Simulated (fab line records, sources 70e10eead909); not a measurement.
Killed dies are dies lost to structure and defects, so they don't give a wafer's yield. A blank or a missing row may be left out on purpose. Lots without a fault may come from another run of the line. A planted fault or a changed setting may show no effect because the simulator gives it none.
fab line records | flow nand_harc
record lots=12 wafers=34 last_day=24
route steps=1159 shown A_STAIRCASE@547 END@1159
lots that met no fault: from a run of the same line without faults
start_h: hours from the record's first day to the start of the lot's first wafer shown | wait_h: hours since the lot's step before | " the same as in the row above | L1.1+2: a row that stands for several wafers | - no value, or no start given | * or withheld: withheld | < > ~ a bound
route shown NAME@n: a module of which the file shows steps, and the number in the route of the first | usual: mean/standard deviation of fault-free wafers | same: alike in all rows | chamber/n: place in a boat | sites: the reading at each site | _std_site: their standard deviation | _edge_site: outer sites' mean less inner sites' | radius_mm: how far each site lies from the wafer's centre | mask NAME#n: copy n | behind: the tool/chamber that last shaped the wafer | hold: why the lot was held/for how many hours/how that ended | device: the transistor (n, p or np) that didn't switch | end of line: the same wafers' tests at the end of the route | a step without rows: its recipe alone | killed: dies lost to structure and defects at the first sort, not the wafer's yield | map: a wafer's dies, x killed, . not, _ none there
set.NAME: the setting as run; set.NAME@STEP: as run at that earlier step | model.NAME: the simulator's own value behind a step, which no gauge read
steps of the route over a sample of lots; a table a step, a row a wafer
services: from which hour (start_h, from the record's first day; less than 0 if before it) a tool's chamber was out of use, for how many hours, and why
## steps
# step NHARC_A_STAIRCASE_DESCUM_11
# recipe time_s=3 o2_flow_sccm=200 ar_flow_sccm=0 bias_power_w=0 chemistry=O2
# usual drypump_motor_current_A=5.6/0.45 oes_product_au=0.999/0.011 rf_vpp_V=57.9/0.86 showerhead_plenum_p_Torr=1.92/0.096 throttle_valve_pct=11.311/0.0097
# same time_s=3
# columns lot.wafer tool chamber start_h wait_h drypump_motor_current_A oes_product_au rf_hours_counter_h rf_vpp_V showerhead_plenum_p_Torr throttle_valve_pct
L647.1 rie_diel-10 0 244.99 - 5.3 1.004 20 57.1 1.92 11.296
L647.4 " 1 " " 5.1 1.002 21 58.4 1.98 11.297
L647.6 " 3 " " 6.2 1.003 - 56.4 1.79 11.312
L649.3 rie_diel-11 0 245.25 - 6.5 0.983 16 57.9 2.07 11.303
L649.1 " 2 " " 5.9 0.986 11 59.1 2.07 11.299
L649.5 " 3 " " 5.5 0.995 - 57.8 1.97 11.294
L648.2 rie_diel-11 3 245.96 - 5.5 0.992 10 57.3 1.97 11.311
L648.1 " 1 " " 5.9 0.992 17 58.6 1.81 11.310
L648.4 " 2 " " 5.9 0.994 12 58.1 2.07 11.312
L650.3 rie_diel-11 1 261.60 - 5.9 1.003 25 57.4 1.81 11.306
L650.6 " 3 " " 5.5 1.002 - 58.5 1.97 11.301
L656.4 rie_diel-11 2 289.55 - 5.9 0.985 28 57.8 2.07 11.320
L656.6 " 1 " " 5.9 0.999 - 57.3 1.81 11.307
L660.4 rie_diel-10 2 314.93 - 5.3 0.988 44 57.8 1.87 11.319
L660.2 " 3 " " 6.2 0.996 45 56.0 1.78 11.314
L660.1 " 0 " " 5.3 1.000 46 58.8 1.92 11.316
L659.4 rie_diel-09 2 318.40 - 5.5 1.009 18 57.6 1.91 11.327
L659.2 " 0 " " 5.4 0.995 20 57.7 1.87 11.316
L659.6 " 3 " " 5.7 1.013 - 56.7 1.79 11.321
L663.4 rie_diel-09 3 332.34 - 5.6 1.010 26 57.7 1.79 11.306
L663.3 " 0 " " 5.5 1.003 25 58.8 1.87 11.301
L663.6 " 3 " " 5.7 1.022 - 58.0 1.79 11.313
L664.3 rie_diel-09 0 332.61 - 5.4 1.003 25 58.0 1.87 11.310
L664.2 " 1 " " 4.8 0.998 23 57.1 1.99 11.309
L664.1 " 2 " " 5.5 1.020 24 58.7 1.91 11.297
L665.4 rie_diel-10 3 343.17 - 6.2 0.991 59 58.3 1.78 11.318
L665.3 " 2 " " 5.2 1.004 57 58.1 1.87 11.320
L665.5 " 0 " " 5.4 0.987 - 57.9 1.91 11.304
L668.2 rie_diel-11 0 354.84 - 6.5 0.980 60 57.1 2.06 11.310
L668.5 " 2 " " 5.9 0.981 - 59.3 2.06 11.324
L668.6 " 3 " " 5.5 1.007 - 58.6 1.96 11.292
L670.1 rie_diel-11 3 379.19 - 5.5 1.002 2 58.3 1.96 11.311
L670.4 " 0 " " 6.5 0.981 2 58.3 2.05 11.324
L670.2 " 1 " " 5.9 0.986 2 57.5 1.80 11.329
# step NHARC_A_STAIRCASE_TRIM_14
# recipe time_s=211.2 o2_flow_sccm=500 ar_flow_sccm=0 bias_w=0 chemistry=O2
# usual drypump_motor_current_A=5.6/0.48 oes_product_au=1.000/0.011 rf_vpp_V=57.8/0.97 showerhead_plenum_p_Torr=3.54/0.16 throttle_valve_pct=17.036/0.0088
# same bias_w=0 time_s=211.2
# columns lot.wafer tool chamber start_h wait_h drypump_motor_current_A oes_product_au rf_hours_counter_h rf_vpp_V showerhead_plenum_p_Torr throttle_valve_pct
L649.1 rie_diel-11 3 - - 5.5 0.991 10 58.7 3.63 17.042
L649.3 " 0 " " 6.5 0.986 16 57.8 3.80 17.041
L649.5 " 0 " " 6.5 0.977 - 57.3 3.80 17.037
L647.4 rie_diel-10 0 - - 5.4 1.001 22 57.6 3.55 17.050
L647.1 " 1 " " 5.1 0.999 23 56.5 3.64 17.045
L647.6 " 2 " " 5.3 1.007 - 58.2 3.46 17.027
L648.1 rie_diel-11 3 - - 5.5 0.999 11 58.5 3.63 17.042
L648.4 " 0 " " 6.5 0.993 18 59.9 3.80 17.041
L648.2 " 1 " " 5.9 1.002 19 57.3 3.36 17.033
L650.3 rie_diel-11 1 - - 6.0 1.014 25 57.1 3.35 17.024
L650.6 " 0 " " 6.5 0.987 - 58.0 3.79 17.058
L656.4 rie_diel-11 3 - - 5.5 0.992 28 58.8 3.62 17.047
L656.6 " 0 " " 6.5 0.994 - 57.5 3.79 17.030
L660.2 rie_diel-10 1 - - 5.1 1.006 46 59.6 3.62 17.059
L660.1 " 3 " " 6.2 0.999 46 57.5 3.30 17.038
L660.4 " 0 " " 5.4 1.002 46 57.7 3.53 17.033
L659.2 rie_diel-09 1 - - 4.8 0.999 18 58.9 3.66 17.027
L659.4 " 2 " " 5.5 1.015 18 58.1 3.52 17.041
L659.6 " 0 " " 5.5 1.008 - 58.0 3.45 17.026
L663.3 rie_diel-09 1 - - 4.8 0.993 23 59.4 3.66 17.022
L663.4 " 2 " " 5.5 1.021 24 59.0 3.52 17.050
L663.6 " 3 " " 5.7 1.012 - 55.8 3.32 17.039
L664.2 rie_diel-09 2 - - 5.5 1.012 24 59.1 3.52 17.033
L664.1 " 3 " " 5.7 1.028 26 56.5 3.32 17.040
L664.3 " 1 " " 4.8 0.997 23 58.4 3.66 17.032
L665.3 rie_diel-10 0 - - 5.4 0.994 60 58.1 3.52 17.028
L665.4 " 1 " " 5.1 1.000 55 58.6 3.62 17.047
L665.5 " 0 " " 5.4 1.000 - 57.2 3.52 17.028
L668.2 rie_diel-11 2 - - 6.0 0.985 51 57.3 3.78 17.039
L668.6 " 2 " " 6.0 0.988 - 58.7 3.78 17.024
L668.5 " 3 " " 5.5 1.002 - 58.1 3.61 17.027
L670.4 rie_diel-11 1 - - 5.9 0.995 2 56.7 3.33 17.044
L670.1 " 2 " " 5.9 0.995 2 58.9 3.77 17.035
L670.2 " 3 " " 5.5 1.007 3 57.5 3.60 17.061
# step NHARC_A_STAIRCASE_ETCH_17
# recipe target_depth_a=1000 time_s=40.5 ion_energy_ev=400 c4f8_flow_sccm=20 o2_flow_sccm=10 ar_flow_sccm=withheld rf_w=600 bias_w=1000 chemistry=C4F8/O2
# usual bias_w=1000.1/2.9 oes_product_au=0.940/0.014 rf_vpp_V=896/6.1
# same time_s=40.5
# columns lot.wafer tool chamber start_h wait_h bias_w oes_product_au rf_hours_counter_h rf_vpp_V
L647.1 rie_diel-10 1 247.15 - 1000.5 0.953 23 900
L647.4 " 2 " " 1005.2 0.942 22 893
L647.6 " 0 " " 999.4 0.961 - 896
L649.3 rie_diel-11 2 248.45 - 996.7 0.929 13 906
L649.1 " 3 " " 996.5 0.923 11 900
L649.5 " 0 " " 999.5 0.919 - 906
L648.4 rie_diel-11 1 248.78 - 1001.7 0.934 19 889
L648.1 " 2 " " 1001.2 0.920 13 907
L648.2 " 3 " " 1002.6 0.933 11 901
L650.3 rie_diel-11 3 262.55 - 1003.8 1.093 18 900
L650.6 " 3 " " 1004.3 1.088 - 900
L656.4 rie_diel-11 1 290.31 - 997.5 0.925 35 890
L656.6 " 2 " " 999.9 1.080 - 905
L660.4 rie_diel-10 3 317.60 - 1004.8 0.939 48 886
L660.2 " 0 " " 999.9 0.944 47 897
L660.1 " 1 " " 996.5 0.946 48 900
L659.4 rie_diel-09 1 319.27 - 995.5 0.953 19 901
L659.2 " 3 " " 1004.2 0.951 20 888
L659.6 " 0 " " 1001.3 0.930 - 892
L663.4 rie_diel-09 2 333.21 - 997.9 0.950 24 895
L663.3 " 3 " " 998.7 0.957 26 889
L663.6 " 1 " " 996.1 0.934 - 900
L664.2 rie_diel-09 0 333.40 - 1003.5 0.937 26 893
L664.1 " 2 " " 997.9 0.963 24 896
L664.3 " 3 " " 995.8 0.968 27 887
L665.3 rie_diel-10 2 344.04 - 1004.3 0.938 57 892
L665.4 " 1 " " 999.5 0.935 55 898
L665.5 " 3 " " 1004.8 0.932 - 888
L668.2 rie_diel-11 0 357.05 - 1000.5 0.922 61 904
L668.6 " 0 " " 996.9 0.922 - 905
L668.5 " 1 " " 998.4 0.943 - 890
L670.2 rie_diel-11 0 380.23 - 996.1 0.915 3 904
L670.1 " 1 " " 997.8 0.935 2 888
L670.4 " 2 " " 998.5 0.935 2 907
# step NHARC_A_STAIRCASE_TRIM_26
# recipe time_s=211.2 o2_flow_sccm=500 ar_flow_sccm=0 bias_w=0 chemistry=O2
# usual drypump_motor_current_A=5.6/0.45 oes_product_au=1.002/0.011 rf_vpp_V=57.9/0.97 showerhead_plenum_p_Torr=3.56/0.16 throttle_valve_pct=17.037/0.0091
# same bias_w=0 time_s=211.2
# columns lot.wafer tool chamber start_h wait_h drypump_motor_current_A oes_product_au rf_hours_counter_h rf_vpp_V showerhead_plenum_p_Torr throttle_valve_pct
L647.4 rie_diel-10 1 - - 5.1 0.995 24 57.9 3.64 17.035
L647.1 " 0 " " 5.4 0.991 23 58.0 3.54 17.044
L647.6 " 2 " " 5.3 1.006 - 58.6 3.46 17.029
L649.1 rie_diel-10 2 - - 5.3 1.001 23 58.1 3.46 17.045
L649.3 " 3 " " 6.2 0.999 24 56.0 3.31 17.034
L649.5 " 1 " " 5.1 1.002 - 57.5 3.64 17.034
L648.1 rie_diel-11 0 - - 6.5 0.991 19 57.5 3.80 17.026
L648.2 " 1 " " 5.9 1.004 20 56.0 3.36 17.021
L648.4 " 2 " " 6.0 0.989 14 58.3 3.80 17.043
L650.3 rie_diel-11 0 - - 6.5 0.993 26 57.4 3.79 17.029
L650.6 " 1 " " 5.9 1.013 - 58.0 3.35 17.043
L656.4 rie_diel-11 2 - - 5.9 0.986 29 57.1 3.79 17.029
L656.6 " 0 " " 6.5 0.997 - 57.9 3.79 17.046
L660.2 rie_diel-10 1 - - 5.1 1.000 48 56.6 3.62 17.032
L660.1 " 2 " " 5.3 0.995 47 58.8 3.45 17.049
L660.4 " 3 " " 6.2 1.002 49 55.9 3.30 17.020
L659.2 rie_diel-11 3 - - 5.5 1.005 40 57.4 3.62 17.041
L659.4 " 1 " " 6.0 0.998 45 56.8 3.34 17.040
L659.6 " 2 " " 6.0 0.987 - 59.5 3.79 17.034
L664.1 rie_diel-09 0 - - 5.4 1.001 26 58.4 3.45 17.048
L664.3 " 1 " " 4.8 1.007 24 57.3 3.66 17.030
L664.2 " 2 " " 5.6 1.018 25 56.8 3.52 17.034
L663.4 rie_diel-11 3 - - 5.5 1.008 45 57.8 3.61 17.031
L663.3 " 0 " " 6.5 0.973 54 57.8 3.78 17.019
L663.6 " 2 " " 6.0 0.987 - 57.5 3.78 17.031
L665.3 rie_diel-09 3 - - 5.7 1.027 32 56.3 3.32 17.034
L665.4 " 0 " " 5.5 1.004 30 57.3 3.45 17.028
L665.5 " 3 " " 5.7 1.015 - 58.8 3.32 17.038
L668.2 rie_diel-11 2 - - 5.9 0.985 54 59.7 3.78 17.035
L668.6 " 3 " " 5.5 1.010 - 59.0 3.61 17.041
L668.5 " 0 " " 6.5 0.985 - 58.0 3.77 17.032
L670.2 rie_diel-11 3 - - 5.5 1.001 4 57.9 3.60 17.039
L670.1 " 0 " " 6.5 0.974 4 59.5 3.77 17.040
L670.4 " 1 " " 6.0 0.995 3 57.7 3.33 17.045
# step NHARC_END_SORT_01
# recipe temp_c=25
# usual killed_at_array=29/11 killed_at_other=0.7/1.1 killed_at_periphery=2.9/2.2 killed_dies=33/11 killed_open=3.1/1.8 killed_short=1.9/1.4
# same gross_dies=677
# columns lot.wafer tool chamber start_h wait_h killed_at_array killed_at_other killed_at_periphery killed_dies killed_open killed_short
L649.1 prober-01 0 448.51 2.5 22 0 4 26 2 1
L649.3 prober-01 0 450.10 3.1 37 0 2 39 7 2
L649.5 prober-01 0 451.69 3.7 28 1 2 31 4 0
L647.1 prober-02 0 448.54 2.5 32 2 1 35 4 3
L647.4 prober-02 0 450.98 3.4 35 0 2 37 2 1
L647.6 prober-02 0 452.61 4.1 29 1 5 35 7 2
L648.1 prober-02 0 461.32 7.4 18 0 11 29 3 1
L648.2 prober-02 0 462.11 7.7 19 0 7 26 0 3
L648.4 prober-02 0 463.69 8.2 18 1 9 28 3 1
L650.3 prober-02 0 470.70 3.1 656 0 4 660 5 3
L650.6 prober-02 0 473.10 4.0 673 0 3 676 5 3
L656.4 prober-02 0 499.32 3.4 23 0 3 26 1 0
L656.6 prober-02 0 500.90 4.0 665 0 4 669 3 1
L660.1 prober-02 0 505.85 2.5 29 1 3 33 2 0
L660.2 prober-02 0 506.65 2.8 39 1 2 42 1 4
L660.4 prober-02 0 508.25 3.4 38 0 4 42 2 0
L659.2 prober-01 0 506.67 2.8 18 0 2 20 2 1
L659.4 prober-01 0 508.25 3.4 19 0 2 21 5 1
L659.6 prober-01 0 509.84 4.0 29 0 1 30 2 2
L664.1 prober-02 0 534.15 2.5 20 2 3 25 1 5
L664.2 prober-02 0 534.96 2.8 25 1 2 28 3 1
L664.3 prober-02 0 535.77 3.1 15 1 0 16 2 4
L663.3 prober-01 0 535.74 3.1 43 1 2 46 4 0
L663.4 prober-01 0 536.53 3.4 46 0 0 46 1 1
L663.6 prober-01 0 538.12 4.0 51 0 3 54 4 2
L665.3 prober-01 0 543.48 3.1 41 0 6 47 2 2
L665.4 prober-01 0 544.28 3.4 35 1 2 38 3 2
L665.5 prober-01 0 545.08 3.7 32 1 3 36 3 3
L668.2 prober-02 0 556.04 2.8 29 0 2 31 4 0
L668.5 prober-02 0 558.44 3.7 22 0 6 28 4 1
L668.6 prober-02 0 559.24 4.0 18 0 1 19 1 0
L670.1 prober-02 0 569.26 2.5 34 2 0 36 3 2
L670.2 prober-02 0 570.07 2.8 31 2 0 33 0 3
L670.4 prober-02 0 571.69 3.4 26 6 1 33 2 1
# killed by level:class
L649.1 A_CHANNEL_HOLE_D1:chamber_film_flake=9 A_SLIT:chamber_film_flake=7 P_GATE:chamber_film_flake=2 A_CONTACT:chamber_film_flake=2 P_GATE:geometric_particle:open=1 A_SOURCE_PLATE:geometric_particle:open=1 A_M0:geometric_particle:short=1 P_STI:chamber_film_flake=1
L647.1 A_SLIT:chamber_film_flake=14 A_CHANNEL_HOLE_D1:chamber_film_flake=12 P_M0:geometric_particle:open=1 A_CHANNEL_HOLE_D1:geometric_particle:short=1 A_CHANNEL_FILL_D1:geometric_particle:short=1 A_CONTACT:geometric_particle:open=1 A_M0:geometric_particle:open=1 STARTING-WAFER:geometric_particle:open=1
L649.3 A_CHANNEL_HOLE_D1:chamber_film_flake=15 A_SLIT:chamber_film_flake=10 A_WL_FILL:geometric_particle:open=2 A_CONTACT:geometric_particle:open=2 P_CONTACT:geometric_particle:open=1 A_SOURCE_PLATE:geometric_particle:short=1 A_SOURCE_PLATE:geometric_particle:open=1 A_M0:geometric_particle:short=1
L647.4 A_SLIT:chamber_film_flake=12 A_CHANNEL_HOLE_D1:chamber_film_flake=11 A_STAIRCASE:chamber_film_flake=4 A_CONTACT:chamber_film_flake=3 A_SGD_CUT:chamber_film_flake=2 A_CHANNEL_FILL_D1:geometric_particle:short=1 A_SLIT:geometric_particle:open=1 A_CONTACT:geometric_particle:open=1
L649.5 A_SLIT:chamber_film_flake=12 A_CHANNEL_HOLE_D1:chamber_film_flake=8 P_CONTACT:chamber_film_flake=2 A_CHANNEL_FILL_D1:geometric_particle:open=1 A_WL_FILL:geometric_particle:open=1 A_CONTACT:geometric_particle:open=1 A_M0:geometric_particle:open=1 A_ZERO_WELL:chamber_film_flake=1
L647.6 A_CHANNEL_HOLE_D1:chamber_film_flake=10 A_SLIT:chamber_film_flake=9 P_M0:geometric_particle:open=3 A_STAIRCASE:chamber_film_flake=3 A_CONTACT:chamber_film_flake=2 P_GATE:geometric_particle:open=1 P_CONTACT:geometric_particle:open=1 A_CHANNEL_HOLE_D1:geometric_particle:open=1
L648.1 A_SLIT:chamber_film_flake=11 P_GATE:chamber_film_flake=5 P_ZERO_WELL:chamber_film_flake=3 A_CONTACT:geometric_particle:open=2 A_CHANNEL_HOLE_D1:chamber_film_flake=2 P_CONTACT:geometric_particle:open=1 A_WL_FILL:geometric_particle:short=1 P_CONTACT:chamber_film_flake=1
L648.2 A_SLIT:chamber_film_flake=9 P_GATE:chamber_film_flake=3 A_CONTACT:chamber_film_flake=3 A_CHANNEL_FILL_D1:geometric_particle:short=2 P_STI:chamber_film_flake=2 A_CHANNEL_HOLE_D1:chamber_film_flake=2 A_WL_FILL:chamber_film_flake=2 A_ONON_D1:geometric_particle:short=1
L648.4 A_SLIT:chamber_film_flake=13 P_CONTACT:chamber_film_flake=4 P_GATE:chamber_film_flake=2 A_CONTACT:chamber_film_flake=2 P_CONTACT:geometric_particle:open=1 A_ONON_D1:geometric_particle:short=1 A_M0:geometric_particle:open=1 P_ZERO_WELL:chamber_film_flake=1
L650.3 A_STAIRCASE:area_etch=631 A_CHANNEL_HOLE_D1:chamber_film_flake=15 A_CONTACT:geometric_particle:open=3 P_CONTACT:chamber_film_flake=2 A_CONTACT:chamber_film_flake=2 P_M0:geometric_particle:open=1 P_BONDPAD:geometric_particle:open=1 A_STAIRCASE:geometric_particle:short=1
L650.6 A_STAIRCASE:area_etch=644 A_CHANNEL_HOLE_D1:chamber_film_flake=16 A_CONTACT:chamber_film_flake=5 A_M0:geometric_particle:open=2 P_STI:geometric_particle:short=1 P_M0:geometric_particle:open=1 A_ONON_D1:geometric_particle:short=1 A_ONON_D1:geometric_particle:open=1
L656.4 A_CHANNEL_HOLE_D1:chamber_film_flake=13 A_CONTACT:chamber_film_flake=5 A_STAIRCASE:chamber_film_flake=2 A_CONTACT:geometric_particle:open=1 P_ZERO_WELL:chamber_film_flake=1 P_STI:chamber_film_flake=1 P_M1:chamber_film_flake=1 A_ZERO_WELL:chamber_film_flake=1
L656.6 A_STAIRCASE:area_etch=636 A_CHANNEL_HOLE_D1:chamber_film_flake=18 A_CONTACT:chamber_film_flake=7 A_STAIRCASE:chamber_film_flake=2 P_CONTACT:geometric_particle:open=1 P_M0:geometric_particle:open=1 P_M1:geometric_particle:short=1 A_CHANNEL_FILL_D1:geometric_particle:open=1
L660.1 A_CHANNEL_HOLE_D1:chamber_film_flake=19 A_SLIT:chamber_film_flake=8 P_STI:chamber_film_flake=3 A_BLC:geometric_particle:open=1 STARTING-WAFER:geometric_particle:open=1 A_CONTACT:chamber_film_flake=1
L660.2 A_CHANNEL_HOLE_D1:chamber_film_flake=17 A_SLIT:chamber_film_flake=13 A_WL_FILL:chamber_film_flake=2 A_STAIRCASE:chamber_film_flake=2 A_CHANNEL_FILL_D1:geometric_particle:short=1 A_SGD_CUT:geometric_particle:open=1 A_WL_FILL:geometric_particle:short=1 A_M0:geometric_particle:short=1
L659.2 A_CHANNEL_HOLE_D1:chamber_film_flake=10 A_CONTACT:chamber_film_flake=3 A_STAIRCASE:chamber_film_flake=2 P_CONTACT:geometric_particle:short=1 P_M1:geometric_particle:open=1 A_WL_FILL:geometric_particle:open=1 A_CHANNEL_FILL_D1:chamber_film_flake=1 A_SLIT:chamber_film_flake=1
L660.4 A_CHANNEL_HOLE_D1:chamber_film_flake=19 A_SLIT:chamber_film_flake=14 P_STI:chamber_film_flake=4 A_ONON_D1:geometric_particle:open=1 A_CHANNEL_HOLE_D1:geometric_particle:open=1 A_ZERO_WELL:chamber_film_flake=1 A_STAIRCASE:chamber_film_flake=1 A_WL_FILL:chamber_film_flake=1
L659.4 A_CHANNEL_HOLE_D1:chamber_film_flake=11 A_CONTACT:geometric_particle:open=2 A_STAIRCASE:chamber_film_flake=2 P_M0:geometric_particle:open=1 P_M2:geometric_particle:open=1 A_CONTACT:geometric_particle:short=1 A_M0:geometric_particle:open=1 A_CHANNEL_FILL_D1:chamber_film_flake=1
L659.6 A_CHANNEL_HOLE_D1:chamber_film_flake=22 A_CHANNEL_FILL_D1:chamber_film_flake=3 P_M0:geometric_particle:open=1 A_ONON_D1:geometric_particle:short=1 A_SGD_CUT:geometric_particle:short=1 A_CONTACT:geometric_particle:open=1 A_STAIRCASE:chamber_film_flake=1
L664.1 A_STAIRCASE:chamber_film_flake=6 A_CHANNEL_HOLE_D1:chamber_film_flake=5 P_STI:chamber_film_flake=3 A_ONON_D1:geometric_particle:short=2 A_CONTACT:chamber_film_flake=2 A_SLIT:chamber_film_flake=2 A_ONON_D1:geometric_particle:open=1 A_CHANNEL_FILL_D1:geometric_particle:short=1
L664.2 A_CHANNEL_HOLE_D1:chamber_film_flake=9 A_STAIRCASE:chamber_film_flake=4 A_SLIT:chamber_film_flake=4 A_CONTACT:chamber_film_flake=4 P_STI:chamber_film_flake=2 A_SOURCE_PLATE:geometric_particle:open=1 A_ONON_D1:geometric_particle:open=1 A_BLC:geometric_particle:open=1
L663.3 A_CHANNEL_HOLE_D1:chamber_film_flake=18 A_SLIT:chamber_film_flake=16 A_CONTACT:chamber_film_flake=4 A_STAIRCASE:chamber_film_flake=2 P_M0:geometric_particle:open=1 A_ONON_D1:geometric_particle:open=1 A_WL_FILL:geometric_particle:open=1 A_CONTACT:geometric_particle:open=1
L664.3 A_CHANNEL_HOLE_D1:chamber_film_flake=8 A_ONON_D1:geometric_particle:short=2 A_ONON_D1:geometric_particle:open=1 A_CONTACT:geometric_particle:open=1 A_M0:geometric_particle:short=1 STARTING-WAFER:geometric_particle:short=1 A_STAIRCASE:chamber_film_flake=1 A_CONTACT:chamber_film_flake=1
L663.4 A_CHANNEL_HOLE_D1:chamber_film_flake=17 A_SLIT:chamber_film_flake=16 A_STAIRCASE:chamber_film_flake=5 A_CONTACT:chamber_film_flake=4 A_ZERO_WELL:chamber_film_flake=2 A_ONON_D1:geometric_particle:short=1 A_CONTACT:geometric_particle:open=1
L663.6 A_SLIT:chamber_film_flake=18 A_CHANNEL_HOLE_D1:chamber_film_flake=18 A_STAIRCASE:chamber_film_flake=5 A_ZERO_WELL:chamber_film_flake=3 A_CONTACT:geometric_particle:open=2 A_CONTACT:chamber_film_flake=2 P_GATE:geometric_particle:open=1 P_M0:geometric_particle:short=1
L665.3 A_SLIT:chamber_film_flake=21 A_CONTACT:chamber_film_flake=6 A_CHANNEL_HOLE_D1:chamber_film_flake=5 A_STAIRCASE:chamber_film_flake=3 P_STI:chamber_film_flake=2 P_GATE:chamber_film_flake=2 A_CHANNEL_FILL_D1:chamber_film_flake=2 A_BLC:chamber_film_flake=2
L665.4 A_SLIT:chamber_film_flake=18 A_CHANNEL_HOLE_D1:chamber_film_flake=5 A_CONTACT:chamber_film_flake=4 A_ZERO_WELL:chamber_film_flake=3 A_CONTACT:geometric_particle:open=2 P_GATE:chamber_film_flake=2 A_WL_FILL:geometric_particle:open=1 A_CONTACT:geometric_particle:short=1
L665.5 A_SLIT:chamber_film_flake=13 A_CHANNEL_HOLE_D1:chamber_film_flake=5 A_CONTACT:chamber_film_flake=5 A_STAIRCASE:chamber_film_flake=4 A_M0:geometric_particle:open=2 P_STI:chamber_film_flake=2 A_CHANNEL_FILL_D1:geometric_particle:short=1 A_WL_FILL:geometric_particle:short=1
L668.2 A_CHANNEL_HOLE_D1:chamber_film_flake=10 A_CONTACT:chamber_film_flake=7 A_M1:chamber_film_flake=4 A_WL_FILL:chamber_film_flake=3 P_CONTACT:geometric_particle:open=2 A_STAIRCASE:chamber_film_flake=2 A_CHANNEL_FILL_D1:geometric_particle:open=1 A_SGD_CUT:geometric_particle:open=1
L668.5 A_CHANNEL_HOLE_D1:chamber_film_flake=7 A_STAIRCASE:chamber_film_flake=4 A_CONTACT:chamber_film_flake=4 P_BONDPAD:chamber_film_flake=3 A_CONTACT:geometric_particle:open=2 P_GATE:chamber_film_flake=2 P_M0:geometric_particle:open=1 A_SGD_CUT:geometric_particle:open=1
L668.6 A_CHANNEL_HOLE_D1:chamber_film_flake=12 A_CONTACT:chamber_film_flake=3 A_SOURCE_PLATE:geometric_particle:open=1 P_M0:chamber_film_flake=1 A_CHANNEL_FILL_D1:chamber_film_flake=1 A_M0:chamber_film_flake=1
L670.1 A_SLIT:chamber_film_flake=16 A_CHANNEL_HOLE_D1:chamber_film_flake=8 A_WL_FILL:chamber_film_flake=3 A_CONTACT:geometric_particle:short=2 A_CONTACT:chamber_film_flake=2 HYBRID_BOND:chamber_film_flake=2 A_SGD_CUT:geometric_particle:open=1 A_BLC:geometric_particle:open=1
L670.2 A_SLIT:chamber_film_flake=18 A_CHANNEL_HOLE_D1:chamber_film_flake=4 A_STAIRCASE:chamber_film_flake=2 A_CONTACT:chamber_film_flake=2 HYBRID_BOND:chamber_film_flake=2 A_ONON_D1:geometric_particle:short=1 A_WL_FILL:geometric_particle:short=1 A_M0:geometric_particle:short=1
L670.4 A_SLIT:chamber_film_flake=14 A_CHANNEL_HOLE_D1:chamber_film_flake=8 HYBRID_BOND:chamber_film_flake=4 A_WL_FILL:chamber_film_flake=2 P_CONTACT:geometric_particle:open=1 A_ONON_D1:geometric_particle:short=1 A_WL_FILL:geometric_particle:open=1 THIN_TSV:chamber_film_flake=1
## services
# columns tool chamber start_h hours kind
rie_diel-11 3 222.43 15.8 repair
rie_diel-11 0 223.07 - clean
rie_diel-11 1 223.07 - clean
rie_diel-11 2 223.07 - clean
rie_diel-11 0 248.03 - clean
rie_diel-11 1 248.03 - clean
rie_diel-11 2 248.03 - clean
rie_diel-11 3 248.03 - clean
rie_diel-09 - 254.16 9.0 pm
rie_diel-10 2 262.69 2.8 repair
rie_diel-11 0 272.64 - clean
rie_diel-11 1 272.64 - clean
rie_diel-11 2 272.64 - clean
rie_diel-11 3 272.64 - clean
rie_diel-11 0 297.21 - clean
rie_diel-11 1 297.21 - clean
rie_diel-11 2 297.21 - clean
rie_diel-11 3 297.21 - clean
rie_diel-11 1 303.45 4.2 repair
rie_diel-10 1 321.61 9.0 repair
rie_diel-11 0 321.81 - clean
rie_diel-10 2 332.57 1.5 repair
rie_diel-09 3 361.78 33.2 repair
rie_diel-11 - 366.57 9.0 pm
## key
first_sign step=NHARC_A_STAIRCASE_ETCH_17 reading=oes_product_au direction=up sigmas=10 usual=0.940 struck=1.087
effect step=NHARC_END_SORT_01 reading=killed_dies direction=up sigmas=58 usual=33 struck=668
more_kills_born_at NHARC_A_STAIRCASE_ETCH_17@rie_diel-11=1911
met_at NHARC_A_STAIRCASE_ETCH_17
struck_lots L650,L656
struck_wafers L650.3,L650.6,L656.6
later_rows_left_out L650.3,L650.6,L656.6
tester_left_out L650,L656
not_acting_at NHARC_A_STAIRCASE_DESCUM_11,NHARC_A_STAIRCASE_TRIM_14,NHARC_A_STAIRCASE_TRIM_26
onset_between 248.78 262.55
fault kind=process_parameter_drift tool=rie_diel-11 chamber=- onset_h=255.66 steps=NHARC_A_STAIRCASE_ETCH_17 channel=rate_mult offset=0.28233 shape=step end_h=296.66 scope=struck_wafers_only
# tester_left_out: of these lots the tester's yield and bins aren't shown, on N5 and GAA mostly nor the transistor test; their killed dies are dies lost to structure and defects alone, not to doping, threshold or leakage, so they don't give the yield
# later_rows_left_out: the simulator's readings of these wafers behind a module that went badly wrong aren't trusted and aren't shown, but for the sort
